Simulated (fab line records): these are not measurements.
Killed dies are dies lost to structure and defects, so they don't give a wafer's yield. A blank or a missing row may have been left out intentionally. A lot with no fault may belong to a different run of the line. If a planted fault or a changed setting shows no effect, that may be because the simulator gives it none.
Which of the tools did it? | flow n5Finfet | Sampling: 10 lots, 30 wafers, 4 of 1938 route steps

## WHAT EACH GAUGE READ, for each wafer
N5_BEOL_M6_RS_MEAS_57: the measuring method here is four-point-probe.
lot  | measured     | on           | M6_RS (ohm/sq)
L221 | day 9 00:45  | filmMetro-01 | 0.301 0.301 0.292
L222 | day 9 03:59  | filmMetro-02 | 0.291 0.283 0.297
L230 | day 11 10:56 | filmMetro-02 | 0.296 0.293 0.281
L231 | day 11 14:30 | filmMetro-02 | 0.300 0.298 0.302
L232 | day 11 19:29 | filmMetro-01 | 0.302 0.291 0.277
L234 | day 12 03:06 | filmMetro-01 | 0.305 0.298 0.285
L237 | day 12 17:29 | filmMetro-02 | 0.263 0.291 0.280
L243 | day 14 07:28 | filmMetro-02 | 0.283 0.296 0.291
L240 | day 14 08:44 | filmMetro-02 | 0.277 0.291 0.275
L242 | day 15 06:50 | filmMetro-02 | 0.285 0.277 0.297

N5_BEOL_M7_THK_MEAS_01.
lot  | measured     | on           | M7_ILD_THK (nm)
L221 | day 9 01:26  | filmMetro-02 | 153.1 155.4 156.5
L222 | day 9 04:38  | filmMetro-01 | 155.3 156.1 158.2
L230 | day 11 11:34 | filmMetro-01 | 164.5 164.3 166.5
L231 | day 11 15:08 | filmMetro-01 | 164.8 166.7 169.0
L232 | day 11 20:07 | filmMetro-02 | 154.2 156.8 158.1
L234 | day 12 03:44 | filmMetro-01 | 152.9 156.0 157.2
L237 | day 12 18:07 | filmMetro-02 | 153.3 159.0 155.6
L243 | day 14 08:06 | filmMetro-02 | 151.8 152.3 154.4
L240 | day 14 09:22 | filmMetro-02 | 151.1 153.7 156.5
L242 | day 15 07:28 | filmMetro-02 | 152.0 154.0 158.9

## TOOL THAT RAN EACH LOT (tool first, then ch and the chambers of the sampled wafers, then the start)
lot  | N5_BEOL_M6_SPUTTER_48       | N5_BEOL_M7_ILD_DEP_00
L221 | pvdSputter-01, day 8 23:43  | pecvd-02 ch 0,1, day 9 00:49
L222 | pvdSputter-03, day 9 03:03  | pecvd-03 ch 0,2, day 9 04:03
L230 | pvdSputter-01, day 11 10:00 | pecvd-03 ch 0,1,2, day 11 11:00
L231 | pvdSputter-01, day 11 13:33 | pecvd-03 ch 0,1, day 11 14:34
L232 | pvdSputter-01, day 11 18:32 | pecvd-01 ch 0,1,2, day 11 19:32
L234 | pvdSputter-03, day 12 02:10 | pecvd-01 ch 1,2, day 12 03:10
L237 | pvdSputter-01, day 12 16:31 | pecvd-02 ch 0,1,2, day 12 17:32
L243 | pvdSputter-03, day 14 06:32 | pecvd-02 ch 0,1, day 14 07:32
L240 | pvdSputter-03, day 14 07:26 | pecvd-02 ch 0,2, day 14 08:48
L242 | pvdSputter-02, day 15 05:43 | pecvd-01 ch 0,2, day 15 06:53
- N5_BEOL_M6_SPUTTER_48: material Cu, target thk 10 nm, time 1.667 s.
- N5_BEOL_M7_ILD_DEP_00: deposits SiCOH lowk from DEMS/porogen, target thk 179.75 nm, time 33.4 s.

## AS READ BY THE TOOLS THEMSELVES (means over the sampled wafers that have a number; for cases with no such wafer, the mark the record gives instead)
N5_BEOL_M6_SPUTTER_48.
lot  | tool          | cathodeDcPowerW (W) | chamberPressurePa (Pa) | chuckSensorTempC (C) | throttleValvePct (%)
L221 | pvdSputter-01 | 26004               | 0.13001                | -16.2                | 28.9
L222 | pvdSputter-03 | 26003               | 0.13010                | -16.0                | 30.1
L230 | pvdSputter-01 | 26003               | 0.12995                | -16.4                | 29.2
L231 | pvdSputter-01 | 26000               | 0.12994                | -16.5                | 29.7
L232 | pvdSputter-01 | 26000               | 0.12990                | -16.2                | 30.4
L234 | pvdSputter-03 | 25996               | 0.12989                | -16.2                | 30.8
L237 | pvdSputter-01 | 26003               | 0.12993                | -16.2                | 29.3
L243 | pvdSputter-03 | 26006               | 0.12981                | -16.2                | 30.7
L240 | pvdSputter-03 | 25999               | 0.13014                | -16.3                | 30.7
L242 | pvdSputter-02 | 26000               | 0.12992                | -15.9                | 31.3

N5_BEOL_M7_ILD_DEP_00.
lot  | tool     | heaterPowerW (W) | showerheadPlenumPTorr (Torr) | susceptorTempC (C) | throttleValvePct (%)
L221 | pecvd-02 | 294              | 5.753                        | 300.07             | 14.9
L222 | pecvd-03 | 264              | 5.731                        | 300.04             | 13.9
L230 | pecvd-03 | 272              | 5.741                        | 291.35             | 14.2
L231 | pecvd-03 | 308              | 5.751                        | 291.03             | 14.8
L232 | pecvd-01 | 354              | 5.744                        | 300.01             | 13.8
L234 | pecvd-01 | 382              | 5.738                        | 300.05             | 13.9
L237 | pecvd-02 | 317              | 5.743                        | 299.80             | 14.4
L243 | pecvd-02 | 310              | 5.746                        | 299.77             | 14.8
L240 | pecvd-02 | 316              | 5.744                        | 299.99             | 14.2
L242 | pecvd-01 | 321              | 5.731                        | 299.97             | 13.4

## THE ANSWER, worked out from the rows above alone
Rule: what is usual is taken from the lots themselves. The widest of any qualifying gaps counts: lots, ordered by their means at a reading, are off when they make up no more than a third of the lots, leave a main group of 4 or more, and stand apart from it by 3 or more times the standard deviation of that group's means. If all means in a main group match to the digits the tables above print for the reading, that group is not used. Also off: a lot with no number at a reading for which 4 or more lots have one. The other lots that the step has rows for count as sound. After the gauges, taken in route order, come the tools' own readings; for these a lot's mean is taken, as printed above. At the first step where some lot is off, the reading lying furthest off is the one used; lots without a number count as furthest.
Off: L230, L231, seen at N5_BEOL_M7_THK_MEAS_01 (M7_ILD_THK). Main group: mean 155.1 nm, sd 1.2.
A tool fits if, at a process step before that reading, it ran every lot that is off, and no sound lot after the first of them. Not tried: the gauges at N5_BEOL_M7_THK_MEAS_01; whatever is off there is also off at N5_BEOL_M7_ILD_DEP_00, on other tools, and gauge error can't account for it. One candidate fits, namely pecvd-03 at N5_BEOL_M7_ILD_DEP_00. A fault onset in the window from L222 (day 9 04:03, its last sound lot) to L230 (day 11 11:00, its first lot off) fits.
The tool's own readings at N5_BEOL_M7_ILD_DEP_00 bear it out: on the lots that are off they differ by more than 5 times the standard deviation of the sound lots' means. susceptorTempC reads 291.19 C there against 299.96 C on the sound lots.

## WHAT THE SIMULATOR HAD PUT IN
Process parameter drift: pecvd-03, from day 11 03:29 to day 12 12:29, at N5_BEOL_M7_ILD_DEP_00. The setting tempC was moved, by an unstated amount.
Struck lots among those shown: L230, L231. The same result came from the rule above.
